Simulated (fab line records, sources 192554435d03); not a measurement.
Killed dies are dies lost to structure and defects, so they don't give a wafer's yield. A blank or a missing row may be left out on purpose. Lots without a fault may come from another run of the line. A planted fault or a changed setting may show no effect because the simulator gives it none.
Chamber matching | flow n5_finfet | N5_BEOL_M7_CURE_74 on uv_cure-02: 3 sister chambers
The step cures SiCOH lowk, time 240 s. 45 wafers are shown with their chamber, then 12 later ones without.

WAFERS WITH THEIR CHAMBER
wafer  | chamber | wafer_temp_C_max | lamp_power_pct (%)
L075.1 | 2       | 385.9            | 52.30
L075.4 | 2       | 386.1            | 52.22
L075.5 | 2       | 386.1            | 52.41
L075.2 | 2       | 386.5            | 52.22
L075.3 | 2       | 386.2            | 52.35
L075.6 | 2       | 386.2            | 52.20
L076.1 | 2       | 386.4            | 52.38
L076.2 | 2       | 386.0            | 52.32
L076.4 | 2       | 386.2            | 52.32
L076.3 | 2       | 385.7            | 52.24
L076.5 | 2       | 386.4            | 52.34
L076.6 | 2       | 385.7            | 52.24
L079.1 | 2       | 386.0            | 52.34
L079.3 | 2       | 386.1            | 52.35
L079.6 | 2       | 386.4            | 52.24
L079.2 | 2       | 386.4            | 52.30
L079.4 | 2       | 385.7            | 52.42
L079.5 | 2       | 386.3            | 52.40
L084.1 | 2       | 386.1            | 52.45
L084.4 | 2       | 385.8            | 52.25
L084.5 | 2       | 385.9            | 52.24
L084.2 | 2       | 386.6            | 52.25
L084.3 | 2       | 385.9            | 52.32
L084.6 | 2       | 385.9            | 52.35
L082.1 | 1       | 387.2            | 52.25
L082.4 | 1       | 386.6            | 52.33
L082.5 | 1       | 387.0            | 52.35
L082.2 | 1       | 387.0            | 52.29
L082.3 | 1       | 387.8            | 52.27
L082.6 | 1       | 386.6            | 52.34
L087.1 | 1       | 386.8            | 52.23
L087.3 | 1       | 387.2            | 52.40
L087.5 | 1       | 387.5            | 52.36
L086.1 | 2       | 386.2            | 52.24
L086.2 | 2       | 386.2            | 52.30
L086.3 | 2       | 386.3            | 52.29
L090.3 | 0       | 387.4            | 52.29
L090.5 | 0       | 387.5            | 52.41
L090.6 | 0       | 387.5            | 52.36
L091.2 | 2       | 386.0            | 52.36
L091.4 | 2       | 385.9            | 52.36
L091.5 | 2       | 386.2            | 52.34
L095.3 | 1       | 386.8            | 52.32
L095.4 | 1       | 387.0            | 52.35
L095.5 | 1       | 388.0            | 52.36

SIGNATURES (means of the wafers above)
reading          | chamber 0 | chamber 1 | chamber 2 | scatter within a chamber
wafer_temp_C_max | 387.467   | 387.125   | 386.110   | 0.305
lamp_power_pct   | 52.3533   | 52.3208   | 52.3113   | 0.0624
Rule: a wafer's distance from a chamber is the root of the sum, over the readings, of the square of ((its reading less the chamber's mean) divided by the reading's scatter). The wafer belongs to the nearest chamber; if the next one is less than 2 further off, it can't be placed. The scatter: the root of (the sum of the squares of (reading less its chamber's mean) over the shown wafers, divided by (wafers less chambers)).

WAFERS WITHOUT THEIR CHAMBER
wafer  | wafer_temp_C_max | lamp_power_pct (%)
L094.1 | 386.0            | 52.42
L094.4 | 385.5            | 52.30
L094.6 | 386.0            | 52.33
L094.2 | 386.1            | 52.28
L094.3 | 385.9            | 52.39
L094.5 | 385.7            | 52.25
L097.1 | 386.4            | 52.26
L097.2 | 386.5            | 52.43
L097.3 | 386.9            | 52.26
L097.4 | 386.4            | 52.32
L097.5 | 386.0            | 52.38
L097.6 | 386.0            | 52.29

WHICH CHAMBER EACH WENT THROUGH
wafer  | from the rows above          | in truth
L094.1 | 2                            | 2
L094.4 | 2                            | 2
L094.6 | 2                            | 2
L094.2 | 2                            | 2
L094.3 | 2                            | 2
L094.5 | 2                            | 2
L097.1 | can't be placed: 2 or 1      | 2
L097.2 | can't be placed: 2 or 1 or 0 | 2
L097.3 | can't be placed: 1 or 0 or 2 | 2
L097.4 | can't be placed: 2 or 1      | 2
L097.5 | 2                            | 2
L097.6 | 2                            | 2
Placed correctly: 8 of 12. Can't be placed from these rows: 4 (the true chamber is among the candidates in 4). Placed wrongly: 0.
